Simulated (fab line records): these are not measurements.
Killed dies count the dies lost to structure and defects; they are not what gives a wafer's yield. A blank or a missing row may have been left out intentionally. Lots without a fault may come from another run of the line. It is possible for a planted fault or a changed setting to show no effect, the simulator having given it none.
fab line records	flow n5-finfet
record: lots: 5	wafers: 15	last-day: 15
route steps=1938 shown BEOL_M1@789 BEOL_M4@1111 PASSIVATION@1936
lots that met no fault: from a run of the same line without faults
start-h: hours from the record's opening day to when the first of the lot's shown wafers began	wait-h: hours since the lot's step before	" same as the row above	L1.1+2: several wafers, shown together as one row	- no value, or no start given	* or withheld: withheld	< > ~ a bound
route shown NAME@n: a module of which the file shows steps, and the number in the route of the first	usual: average and standard deviation across the fault-free wafers	same: alike in all rows	chamber/n: place in a boat	sites: each site's reading	_std_site: their standard deviation	_edge_site: outer sites' mean less inner sites'	radius-mm: how far each site lies from the wafer's centre	mask NAME#n: copy n	behind: the tool/chamber that last shaped the wafer	hold: why the lot went on hold/how many hours it stayed there/how the hold came to an end	device: which transistor (n, p or np) failed to switch	end of line: at the end of the route, the tests of the same wafers	step lacking rows: just its recipe	killed: dies that structure and defects cost at the first sort, which is not the same as the wafer's yield	map: the dies of a wafer, with x for killed, . for not killed, _ for no die there
set.NAME: the setting as run; set.NAME@STEP: as run at that earlier step	model.NAME: the simulator's own value behind a step, which no gauge read
certain route steps with their lots: each step a table, each wafer a row
services: a tool's chamber out of use, with start hour (start-h, from the record's first day; less than 0 if before it), hours out, and reason
== steps ==
step: N5_BEOL_M1_DESCUM_33
recipe: chemistry: O2	time-s: 7	source-power-w: 50	bias-power-w: 20	pressure-mtorr: 20	rf-frequency-hz: 2.712e+07	temp-c: 40	resist: CAR-EUV	o2-flow-sccm: 225
step: N5_BEOL_M1_ETCH_77
recipe: chemistry: N2/H2	target: underlayer	target-depth-a: 65	mask-material: CAR-EUV	time-s: 5.2	ion-energy-ev: 200	pressure-mtorr: 30	source-w: 840	bias-w: 150	n2-flow-sccm: 200	h2-flow-sccm: 200	ends: cleared
step: N5_BEOL_M1_ETCH_69
recipe: chemistry: CF4	target: SiARC	target-depth-a: 156	mask-material: CAR-EUV	time-s: 26	ion-energy-ev: 80	pressure-mtorr: 40	source-w: 545	bias-w: 36	Ar_flow_sccm: 100	cf4-flow-sccm: 100	ends: cleared
step: N5_BEOL_M1_ALD_98
recipe: material: SiO2	target-thk-a: 25	temp-c: 100	ald-precursor-family: BDEAS	ald-co-reactant: O2-plasma	pulse-time-s: 1	co-reactant-pulse-time-s: 1	purge-time-s: 2	co-reactant-purge-time-s: 2	ald-cycles: 17	pressure-torr: 2
step: N5_BEOL_M1_ETCHBACK_99
recipe: chemistry: CHF3	target: SiO2	target-depth-a: 50	time-s: 10.4	source-w: 215	bias-w: 47	Ar_flow_sccm: 200	CHF3_flow_sccm: 12	ion-energy-ev: 100	pressure-mtorr: 30
step: N5_BEOL_M1_ETCH_70
recipe: chemistry: N2/H2	target: SOC	target-depth-a: 800	overetch-a: 160	mask-material: SiARC	temp-c: 40	time-s: 120	ion-energy-ev: 200	pressure-mtorr: 30	source-w: 840	bias-w: 150	n2-flow-sccm: 200	h2-flow-sccm: 200
step: N5_BEOL_M1_STRIP_71
recipe: chemistry: N2/H2	temp-c: 40	n2-flow-sccm: 200	h2-flow-sccm: 200	rf-frequency-hz: 6e+07
step: N5_BEOL_M1_STRIP_78
recipe: chemistry: N2/H2	temp-c: 40	n2-flow-sccm: 200	h2-flow-sccm: 200	rf-frequency-hz: 6e+07
step: N5_BEOL_M1_VIA_ETCH_34
recipe: chemistry: C4F6/O2	target-depth-a: 678	mask-material: SOC	pressure-mtorr: 15	ion-energy-ev: 250	taper-deg: 4	time-s: 64.4	source-w: 350	bias-w: 170	Ar_flow_sccm: 300	C4F6_flow_sccm: 10	O2_flow_sccm: 10
step: N5_BEOL_M1_STRIP_83
recipe: chemistry: C4F6/O2	resist: SiARC	rf-frequency-hz: 6e+07
step: N5_BEOL_M1_STRIP_36
recipe: chemistry: N2/H2	power-w: 450	temp-c: 40	pressure-mtorr: 20	rf-frequency-hz: 6e+07	overash-fraction: 0.3	bias-power-w: 7	h2-frac: 0.5	n2-flow-sccm: 200	h2-flow-sccm: 200
usual: bias-power-w: 6.998/0.02	chamber-pressure-mTorr: 20.00/0.031	drypump-motor-current-A: 5.8/0.59	oes-product-au: 0.79/0.072	rf-vpp-V: 59.4/1.5	showerhead-plenum-p-Torr: 2.54/0.098	throttle-valve-pct: 23.7/0.32
lot.wafer	tool	chamber	start-h	wait-h	bias-power-w	chamber-pressure-mTorr	drypump-motor-current-A	oes-product-au	rf-hours-counter-h	rf-vpp-V	showerhead-plenum-p-Torr	throttle-valve-pct	model.SOC_of_BEOL_M1_COAT_67.thk-nm	model.SiO2_of_BEOL_M1_ALD_98.thk-nm
L777.3	rie-diel-05	3	137.73	0.0	6.975	20.00	5.1	0.68	237	57.7	2.41	24.0	0	0
L777.5	"	2	"	"	6.969	20.03	5.1	0.92	-	57.7	2.50	24.1	0	0
L777.6	"	3	"	"	6.997	20.03	5.1	0.67	-	59.8	2.41	23.9	0	0
L781.1	rie-diel-05	3	160.50	0.0	-	-	-	-	-	-	-	-	52.4	2.6
L781.3	"	1	"	"	-	-	-	-	-	-	-	-	52.6	2.4
L781.4	"	2	"	"	-	-	-	-	-	-	-	-	51.8	2.6
L782.2	rie-diel-05	2	171.40	0.0	-	-	-	-	-	-	-	-	52	2.6
L782.5	"	1	"	"	-	-	-	-	-	-	-	-	52.4	2.4
L782.6	"	0	"	"	-	-	-	-	-	-	-	-	52.4	2.4
L783.1	rie-diel-05	1	178.83	0.0	-	-	-	-	-	-	-	-	52.4	2.4
L783.3	"	0	"	"	-	-	-	-	-	-	-	-	52.4	2.6
L783.6	"	1	"	"	-	-	-	-	-	-	-	-	52.6	2.4
L786.1	rie-diel-03	0	201.36	0.0	6.960	19.94	5.9	0.81	96	59.1	2.57	23.9	0	0
L786.5	"	2	"	"	6.972	20.01	6.1	0.71	-	57.8	2.62	23.9	0	0
L786.6	"	3	"	"	7.003	19.94	5.7	0.74	-	60.9	2.52	23.6	0	0
step: N5_BEOL_M1_TRENCH_ETCH_37
recipe: chemistry: C4F6/O2	target-depth-a: 552.07	target: SiOC	time-s: 29	ion-energy-ev: 250	pressure-mtorr: 30	source-w: 355	bias-w: 185	Ar_flow_sccm: 300	C4F6_flow_sccm: 10	O2_flow_sccm: 10
step: N5_BEOL_M1_ETCH_41
recipe: chemistry: CH3F/O2	target: SiCN	target-depth-a: 319	taper-deg: 2	time-s: 57.8	ion-energy-ev: 120	mask-material: TiN	pressure-mtorr: 30	source-w: 395	bias-w: 75	Ar_flow_sccm: 150	CH3F_flow_sccm: 30	O2_flow_sccm: 20
usual: O2_flow_sccm: 20.00/0.056	drypump-motor-current-A: 5.8/0.59	oes-product-au: 0.78/0.075	rf-vpp-V: 297.3/1.7	showerhead-plenum-p-Torr: 2.00/0.079	throttle-valve-pct: 16.41/0.18
lot.wafer	tool	chamber	start-h	wait-h	O2_flow_sccm	drypump-motor-current-A	oes-product-au	rf-hours-counter-h	rf-vpp-V	showerhead-plenum-p-Torr	throttle-valve-pct	model.SOC_of_BEOL_M1_COAT_67.thk-nm
L777.3	rie-diel-05	3	-	-	19.88	5.1	0.67	237	293.4	1.88	16.56	0
L777.5	"	2	"	"	19.99	5.1	0.92	-	296.8	1.97	16.38	0
L777.6	"	3	"	"	19.91	5.1	0.66	-	295.1	1.88	16.56	0
L781.1	rie-diel-05	3	160.57	0.0	19.89	5.1	0.66	245	294.2	1.88	16.58	34.8
L781.3	"	1	"	"	19.90	5.4	0.78	129	295.6	1.91	16.21	34.2
L781.4	"	2	"	"	20.01	5.0	0.91	31	296.5	1.96	16.38	33
L782.2	rie-diel-05	2	171.47	0.0	20.01	5.0	0.89	36	296.8	1.96	16.39	33.4
L782.5	"	1	"	"	20.05	5.3	0.77	-	295.4	1.91	16.23	34.4
L782.6	"	0	"	"	20.04	6.8	0.83	-	297.8	2.11	16.19	34.2
L783.1	rie-diel-05	1	178.90	0.0	20.02	5.4	0.77	137	295.3	1.91	16.25	34.2
L783.3	"	0	"	"	19.92	6.8	0.83	96	298.2	2.11	16.18	34
L783.6	"	1	"	"	20.00	5.4	0.77	-	294.9	1.91	16.23	34.4
L786.1	rie-diel-03	0	-	-	20.03	5.9	0.81	96	296.2	2.03	16.44	0
L786.5	"	2	"	"	20.04	6.1	0.70	-	300.5	2.06	16.61	0
L786.6	"	3	"	"	20.05	5.6	0.71	-	297.3	1.99	16.47	0
step: N5_BEOL_M1_STRIP_97
recipe: chemistry: N2/H2	time-s: 10	power-w: 450	temp-c: 40	pressure-mtorr: 20	rf-frequency-hz: 6e+07	bias-power-w: 7	n2-flow-sccm: 200	h2-flow-sccm: 200
step: N5_BEOL_M4_RC_MEAS_101
usual: DIBL_N: 36.1/1.6	DIBL_P: 35.8/2.1	IOFF_N: 0.16/0.031	IOFF_P: 0.21/0.034	ION_N: 673/12	ION_P: 461/7.2	SS_N: 71.4/0.59	SS_P: 73.3/0.63	VT_N: 250/3.1	VT_P: -250/3.3
lot.wafer	tool	chamber	start-h	wait-h	DIBL_N[mV/V]	DIBL_P[mV/V]	IOFF_N[nA/um]	IOFF_P[nA/um]	ION_N[uA/um]	ION_P[uA/um]	SS_N[mV/dec]	SS_P[mV/dec]	VT_N[mV]	VT_P[mV]
L777.3	prober-02	0	186.35	0.3	35.4	35.2	0.12	0.18	651	460	71.8	73.1	252	-251
L777.5	"	0	"	"	34.6	33.7	0.12	0.16	666	452	70.6	72.8	254	-255
L777.6	"	0	"	"	36.8	36.7	0.15	0.20	675	462	72.1	73.5	250	-250
L786.1	prober-01	0	246.05	0.0	35.5	36.0	0.16	0.21	678	464	71.0	72.8	249	-250
L786.5	"	0	"	"	35.3	35.9	0.16	0.21	677	470	70.7	73.3	248	-251
L786.6	"	0	"	"	33.9	34.3	0.13	0.19	677	466	70.7	73.5	251	-250
step: N5_PASSIVATION_PROBE_49
usual: defect-limited-yield: 91.0/1.5	killed_at_M0_to_M3: 35/11	killed_at_M4_up: 13/6	killed-at-contacts: 14/6.5	killed-at-front-end: 40/12	killed-at-other: 4/3.4	killed-dies: 106/18	killed-on-rim: 14/4.7	killed-open: 68/14	killed-short: 35/7.7	sort_bin_5_function: 5.2/0.98	sort_bin_6_memory: 3.4/0.72	sort-n-pass: 1074/18	sort-yield-pct: 91.0/1.5
same: gross-dies: 1180	killed-at-back-side: 0	sort_bin_4_leakage[%]: 0	sort_bin_8_speed[%]: 0
lot.wafer	tool	chamber	start-h	wait-h	defect-limited-yield[%]	killed_at_M0_to_M3	killed_at_M4_up	killed-at-contacts	killed-at-front-end	killed-at-other	killed-dies	killed-on-rim	killed-open	killed-short	sort_bin_5_function[%]	sort_bin_6_memory[%]	sort-n-pass	sort-yield-pct[%]
L777.3	prober-02	-	292.75	0.1	87.6	53	5	32	50	6	146	19	92	53	7.7	4.5	1034	87.6
L777.5	prober-02	-	292.85	0.2	90.6	44	10	23	27	7	111	21	71	38	5.2	3.6	1069	90.6
L777.6	prober-02	-	292.90	0.3	90.0	59	3	23	26	7	118	16	76	42	5.6	3.9	1062	90.0
L781.1	prober-01	-	306.71	0.0	0	1078	14	18	67	3	1180	152	109	23	94.6	5.3	0	0
L781.3	prober-01	-	306.81	0.1	0	1123	10	17	30	0	1180	152	79	35	95.9	3.8	0	0
L781.4	prober-01	-	306.86	0.2	0	1072	26	24	57	1	1180	152	95	37	95.1	4.6	0	0
L783.1	prober-01	-	335.55	0.0	0	1117	4	7	47	5	1180	152	55	38	97.0	2.6	0	0
L783.3	prober-01	-	335.65	0.1	0	1074	17	12	65	12	1180	152	88	48	94.9	4.5	0	0
L783.6	prober-01	-	335.80	0.3	0	1058	14	24	74	10	1180	152	107	43	94.5	5.1	0	0
L786.1	prober-02	-	352.03	0.0	93.9	13	16	12	29	2	72	10	39	32	3.3	2.5	1108	93.9
L786.5	prober-02	-	352.23	0.2	93.2	31	14	1	32	2	80	4	53	25	4.9	1.7	1100	93.2
L786.6	prober-02	-	352.28	0.3	92.6	32	10	13	25	7	87	11	63	22	4.1	3.1	1093	92.6
L782.2	prober-02	-	361.94	0.1	0	1090	20	17	42	11	1180	152	75	32	96.1	3.8	0	0
L782.5	prober-02	-	362.09	0.2	0	1104	3	13	55	5	1180	152	80	37	96.3	3.6	0	0
L782.6	prober-02	-	362.14	0.3	0	1085	9	16	65	5	1180	152	81	39	96.7	3.2	0	0
killed by level:class
L777.3 MOL_CONTACT_COAG:geometric-particle:open=26 BEOL_M0_SAQP:geometric-particle:open=16 STI_FIN_REVEAL:geometric-particle:open=15 BEOL_M0_SAQP:geometric-particle:short=12 BEOL_M2:geometric-particle:open=10 FIN_SAQP:geometric-particle:open=8 GATE_CUT:geometric-particle:short=7 FIN_SAQP:geometric-particle:short=5
L777.5 MOL_CONTACT_COAG:geometric-particle:open=21 FIN_SAQP:geometric-particle:open=11 BEOL_M0_SAQP:geometric-particle:open=11 BEOL_M2:geometric-particle:open=8 BEOL_M0_SAQP:geometric-particle:short=7 BEOL_M2:geometric-particle:short=6 BEOL_M3:geometric-particle:open=5 MIM_TOP_ETCH:geometric-particle:short=4
L777.6 MOL_CONTACT_COAG:geometric-particle:open=18 BEOL_M0_SAQP:geometric-particle:open=16 BEOL_M0_SAQP:geometric-particle:short=16 BEOL_M2:geometric-particle:open=12 FIN_SAQP:geometric-particle:open=6 GATE_CUT:geometric-particle:short=5 MOL_CONTACT_COAG:geometric-particle:short=5 BEOL_M1:geometric-particle:open=4
L781.1 BEOL_M1:area-ald=1043 STI_FIN_REVEAL:geometric-particle:open=26 MOL_CONTACT_COAG:geometric-particle:open=14 FIN_SAQP:geometric-particle:open=10 BEOL_M1:geometric-particle:open=9 BEOL_M0_SAQP:geometric-particle:open=9 BEOL_M2:geometric-particle:open=9 STARTING-WAFER:geometric-particle:open=8
L781.3 BEOL_M1:area-ald=1062 BEOL_M0_SAQP:geometric-particle:short=16 MOL_CONTACT_COAG:geometric-particle:open=15 BEOL_M0_SAQP:geometric-particle:open=14 BEOL_M1:geometric-particle:open=11 BEOL_M2:geometric-particle:open=10 STARTING-WAFER:geometric-particle:open=5 FIN_SAQP:geometric-particle:open=4
L781.4 BEOL_M1:area-ald=1045 MOL_CONTACT_COAG:geometric-particle:open=20 STI_FIN_REVEAL:geometric-particle:open=18 BEOL_M4:geometric-particle:open=15 FIN_SAQP:geometric-particle:short=11 BEOL_M3:geometric-particle:open=7 FIN_SAQP:geometric-particle:open=6 BEOL_M0_SAQP:geometric-particle:short=5
L783.1 BEOL_M1:area-ald=1087 BEOL_M1:geometric-particle:open=10 STI_FIN_REVEAL:geometric-particle:open=8 FIN_SAQP:geometric-particle:short=6 BEOL_M0_SAQP:geometric-particle:short=6 MOL_CONTACT_COAG:geometric-particle:open=5 FIN_SAQP:geometric-particle:open=4 BEOL_M0_SAQP:geometric-particle:open=4
L783.3 BEOL_M1:area-ald=1043 FIN_SAQP:geometric-particle:open=16 STI_FIN_REVEAL:geometric-particle:open=14 MOL_CONTACT_COAG:geometric-particle:open=11 FIN_SAQP:geometric-particle:short=9 BEOL_M0_SAQP:geometric-particle:open=8 BEOL_M4:geometric-particle:open=8 BEOL_M0_SAQP:geometric-particle:short=6
L783.6 BEOL_M1:area-ald=1030 FIN_SAQP:geometric-particle:open=20 MOL_CONTACT_COAG:geometric-particle:open=19 FIN_SAQP:geometric-particle:short=18 STI_FIN_REVEAL:geometric-particle:open=11 GATE_CUT:geometric-particle:open=8 BEOL_M1:geometric-particle:open=7 BEOL_M0_SAQP:geometric-particle:short=6
L786.1 MOL_CONTACT_COAG:geometric-particle:open=7 ILD0:geometric-particle:short=5 BEOL_M4:geometric-particle:open=5 FIN_SAQP:geometric-particle:short=4 ILD0:geometric-particle:open=4 GATE_CUT:geometric-particle:short=4 MOL_CONTACT_COAG:geometric-particle:short=4 BEOL_M1:geometric-particle:open=4
L786.5 BEOL_M3:geometric-particle:open=9 BEOL_M1:geometric-particle:open=6 FIN_SAQP:geometric-particle:open=4 FIN_SAQP:geometric-particle:short=4 STI_FIN_REVEAL:geometric-particle:open=4 ILD0:geometric-particle:open=4 ILD0:geometric-particle:short=4 BEOL_M5:geometric-particle:open=4
L786.6 MOL_CONTACT_COAG:geometric-particle:open=11 BEOL_M0_SAQP:geometric-particle:open=7 BEOL_M1:geometric-particle:open=6 BEOL_M3:geometric-particle:open=5 GATE_CUT:geometric-particle:open=4 BEOL_M2:geometric-particle:open=4 DUMMY_GATE:geometric-particle:open=3 BEOL_M0_SAQP:geometric-particle:short=3
L782.2 BEOL_M1:area-ald=1073 MOL_CONTACT_COAG:geometric-particle:open=14 STI_FIN_REVEAL:geometric-particle:open=12 GATE_CUT:geometric-particle:open=7 FIN_SAQP:geometric-particle:open=6 BEOL_M4:geometric-particle:open=6 GATE_CUT:geometric-particle:short=5 BEOL_M0_SAQP:geometric-particle:open=4
L782.5 BEOL_M1:area-ald=1061 STI_FIN_REVEAL:geometric-particle:open=18 MOL_CONTACT_COAG:geometric-particle:open=10 FIN_SAQP:geometric-particle:short=9 BEOL_M2:geometric-particle:open=9 BEOL_M3:geometric-particle:open=9 FIN_SAQP:geometric-particle:open=8 BEOL_M0_SAQP:geometric-particle:open=8
L782.6 BEOL_M1:area-ald=1060 STI_FIN_REVEAL:geometric-particle:open=29 MOL_CONTACT_COAG:geometric-particle:open=14 FIN_SAQP:geometric-particle:open=10 FIN_SAQP:geometric-particle:short=9 BEOL_M0_SAQP:geometric-particle:open=6 GATE_CUT:geometric-particle:short=6 BEOL_M0_SAQP:geometric-particle:short=5
map L781.1 (x killed, . not)
_________________xxxxxxxxxxxx________________
______________xxxxxxxxxxxxxxxxxx_____________
___________xxxxxxxxxxxxxxxxxxxxxxxx__________
__________xxxxxxxxxxxxxxxxxxxxxxxxxx_________
________xxxxxxxxxxxxxxxxxxxxxxxxxxxxxx_______
_______xxxxxxxxxxxxxxxxxxxxxxxxxxxxxxxx______
______xxxxxxxxxxxxxxxxxxxxxxxxxxxxxxxxxx_____
_____xxxxxxxxxxxxxxxxxxxxxxxxxxxxxxxxxxxx____
____xxxxxxxxxxxxxxxxxxxxxxxxxxxxxxxxxxxxxx___
___xxxxxxxxxxxxxxxxxxxxxxxxxxxxxxxxxxxxxxxx__
___xxxxxxxxxxxxxxxxxxxxxxxxxxxxxxxxxxxxxxxx__
__xxxxxxxxxxxxxxxxxxxxxxxxxxxxxxxxxxxxxxxxxx_
__xxxxxxxxxxxxxxxxxxxxxxxxxxxxxxxxxxxxxxxxxx_
_xxxxxxxxxxxxxxxxxxxxxxxxxxxxxxxxxxxxxxxxxxxx
_xxxxxxxxxxxxxxxxxxxxxxxxxxxxxxxxxxxxxxxxxxxx
_xxxxxxxxxxxxxxxxxxxxxxxxxxxxxxxxxxxxxxxxxxxx
_xxxxxxxxxxxxxxxxxxxxxxxxxxxxxxxxxxxxxxxxxxxx
_xxxxxxxxxxxxxxxxxxxxxxxxxxxxxxxxxxxxxxxxxxxx
_xxxxxxxxxxxxxxxxxxxxxxxxxxxxxxxxxxxxxxxxxxxx
_xxxxxxxxxxxxxxxxxxxxxxxxxxxxxxxxxxxxxxxxxxxx
_xxxxxxxxxxxxxxxxxxxxxxxxxxxxxxxxxxxxxxxxxxxx
__xxxxxxxxxxxxxxxxxxxxxxxxxxxxxxxxxxxxxxxxxx_
__xxxxxxxxxxxxxxxxxxxxxxxxxxxxxxxxxxxxxxxxxx_
___xxxxxxxxxxxxxxxxxxxxxxxxxxxxxxxxxxxxxxxx__
___xxxxxxxxxxxxxxxxxxxxxxxxxxxxxxxxxxxxxxxx__
____xxxxxxxxxxxxxxxxxxxxxxxxxxxxxxxxxxxxxx___
_____xxxxxxxxxxxxxxxxxxxxxxxxxxxxxxxxxxxx____
______xxxxxxxxxxxxxxxxxxxxxxxxxxxxxxxxxx_____
_______xxxxxxxxxxxxxxxxxxxxxxxxxxxxxxxx______
________xxxxxxxxxxxxxxxxxxxxxxxxxxxxxx_______
__________xxxxxxxxxxxxxxxxxxxxxxxxxx_________
___________xxxxxxxxxxxxxxxxxxxxxxxx__________
______________xxxxxxxxxxxxxxxxxx_____________
_________________xxxxxxxxxxxx________________
map L782.2 (x killed, . not)
_________________xxxxxxxxxxxx________________
______________xxxxxxxxxxxxxxxxxx_____________
___________xxxxxxxxxxxxxxxxxxxxxxxx__________
__________xxxxxxxxxxxxxxxxxxxxxxxxxx_________
________xxxxxxxxxxxxxxxxxxxxxxxxxxxxxx_______
_______xxxxxxxxxxxxxxxxxxxxxxxxxxxxxxxx______
______xxxxxxxxxxxxxxxxxxxxxxxxxxxxxxxxxx_____
_____xxxxxxxxxxxxxxxxxxxxxxxxxxxxxxxxxxxx____
____xxxxxxxxxxxxxxxxxxxxxxxxxxxxxxxxxxxxxx___
___xxxxxxxxxxxxxxxxxxxxxxxxxxxxxxxxxxxxxxxx__
___xxxxxxxxxxxxxxxxxxxxxxxxxxxxxxxxxxxxxxxx__
__xxxxxxxxxxxxxxxxxxxxxxxxxxxxxxxxxxxxxxxxxx_
__xxxxxxxxxxxxxxxxxxxxxxxxxxxxxxxxxxxxxxxxxx_
_xxxxxxxxxxxxxxxxxxxxxxxxxxxxxxxxxxxxxxxxxxxx
_xxxxxxxxxxxxxxxxxxxxxxxxxxxxxxxxxxxxxxxxxxxx
_xxxxxxxxxxxxxxxxxxxxxxxxxxxxxxxxxxxxxxxxxxxx
_xxxxxxxxxxxxxxxxxxxxxxxxxxxxxxxxxxxxxxxxxxxx
_xxxxxxxxxxxxxxxxxxxxxxxxxxxxxxxxxxxxxxxxxxxx
_xxxxxxxxxxxxxxxxxxxxxxxxxxxxxxxxxxxxxxxxxxxx
_xxxxxxxxxxxxxxxxxxxxxxxxxxxxxxxxxxxxxxxxxxxx
_xxxxxxxxxxxxxxxxxxxxxxxxxxxxxxxxxxxxxxxxxxxx
__xxxxxxxxxxxxxxxxxxxxxxxxxxxxxxxxxxxxxxxxxx_
__xxxxxxxxxxxxxxxxxxxxxxxxxxxxxxxxxxxxxxxxxx_
___xxxxxxxxxxxxxxxxxxxxxxxxxxxxxxxxxxxxxxxx__
___xxxxxxxxxxxxxxxxxxxxxxxxxxxxxxxxxxxxxxxx__
____xxxxxxxxxxxxxxxxxxxxxxxxxxxxxxxxxxxxxx___
_____xxxxxxxxxxxxxxxxxxxxxxxxxxxxxxxxxxxx____
______xxxxxxxxxxxxxxxxxxxxxxxxxxxxxxxxxx_____
_______xxxxxxxxxxxxxxxxxxxxxxxxxxxxxxxx______
________xxxxxxxxxxxxxxxxxxxxxxxxxxxxxx_______
__________xxxxxxxxxxxxxxxxxxxxxxxxxx_________
___________xxxxxxxxxxxxxxxxxxxxxxxx__________
______________xxxxxxxxxxxxxxxxxx_____________
_________________xxxxxxxxxxxx________________
== services ==
tool	chamber	start-h	hours	kind
rie-diel-05	1	140.23	4.2	repair
rie-diel-05	0	144.19	3.1	repair
rie-diel-03	1	156.24	7.0	repair
rie-diel-03	2	158.64	5.7	repair
rie-diel-05	3	172.48	-	clean
rie-diel-05	3	172.48	-	consumable-replace:focus-ring
rie-diel-05	3	172.48	-	consumable-replace:showerhead
rie-diel-05	3	172.48	17.5	scheduled-down
rie-diel-05	3	172.48	17.5	vent-cycle
rie-diel-05	1	185.48	11.0	repair
== key ==
first-sign: step: N5_BEOL_M1_STRIP_36	reading: tool-record	direction: missing
effect: step: N5_PASSIVATION_PROBE_49	reading: killed_at_M0_to_M3	direction: up	sigmas: 95	usual: 35	struck: 1089
model-effect: step: N5_BEOL_M1_STRIP_36	value: SOC_of_BEOL_M1_COAT_67.thk-nm	without: 0	struck: 52.33
model-effect: step: N5_BEOL_M1_ETCH_41	value: SOC_of_BEOL_M1_COAT_67.thk-nm	without: 0	struck: 34.07
more-kills-born-at: N5_BEOL_M1_ALD_84@ald-metal-04: 3194	N5_BEOL_M1_ALD_84@ald-metal-03: 3160	N5_BEOL_M1_ALD_84@ald-metal-02: 3150
met-at N5_BEOL_M1_STRIP_36
struck-wafers L781.1,L781.3,L781.4,L782.2,L782.5,L782.6,L783.1,L783.3,L783.6
later-rows-left-out L781.1,L781.3,L781.4,L782.2,L782.5,L782.6,L783.1,L783.3,L783.6
onset-between 137.73 160.50
fault: kind: skipped-step-whole	tool: rie-diel-05	chamber: -	onset-h: 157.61	steps: N5_BEOL_M1_STRIP_36	scope: struck-lots-only
later-rows-left-out: the simulator's readings of these wafers behind a module that went badly wrong aren't trusted and aren't shown, but for the sort
